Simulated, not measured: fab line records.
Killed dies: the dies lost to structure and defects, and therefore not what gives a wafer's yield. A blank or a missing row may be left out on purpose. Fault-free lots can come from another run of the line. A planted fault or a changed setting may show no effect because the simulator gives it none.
Matching of chambers -- flow n5 finfet -- N5_BEOL_M9_ETCH_65 on rie diel-06: 4 sister chambers
The step etches SiARC in CF4, target depth 15.6 nm, time 26 s. 8 wafers are shown with their chamber, then 9 later ones without.

== WAFERS WITH THEIR CHAMBER ==
wafer,chamber,showerhead plenum p Torr (Torr),throttle valve pct (%)
L077.1,2,1.99,15.66
L083.2,2,1.99,15.67
L082.2,3,2.13,15.93
L082.4,0,2.09,15.25
L082.5,1,2.17,15.68
L084.1,3,2.12,15.94
L084.4,1,2.16,15.70
L084.6,0,2.09,15.26

== WAFERS WITH NO CHAMBER GIVEN ==
wafer,showerhead plenum p Torr (Torr),throttle valve pct (%)
L093.3,2.08,15.30
L093.4,2.12,16.00
L093.6,2.08,15.30
L090.1,2.08,15.30
L090.3,2.16,15.73
L090.5,2.12,15.99
L094.4,1.98,15.70
L094.5,2.16,15.74
L094.6,2.08,15.33

== WHICH CHAMBER EACH WENT THROUGH ==
wafer,from the rows above,in truth
L093.3,0,0
L093.4,3,3
L093.6,0,0
L090.1,0,0
L090.3,1,1
L090.5,3,3
L094.4,2,2
L094.5,1,1
L094.6,0,0
Correct placement for 9 of the 9. From these rows, 0 cannot be placed. Placed wrongly: 0.
How it was worked out, from the rows above alone: a wafer's distance from a chamber is the root of the sum, over the readings, of the square of ((its reading less the chamber's mean) divided by the reading's scatter). The wafer belongs to the nearest chamber; if the next one is less than 2 further off, it can't be placed. Each chamber's mean is taken over the wafers shown for it. How the scatter is found: for the shown wafers, subtract from each reading the mean of its chamber, square and add these, divide the total by (wafers less chambers), then take the root.
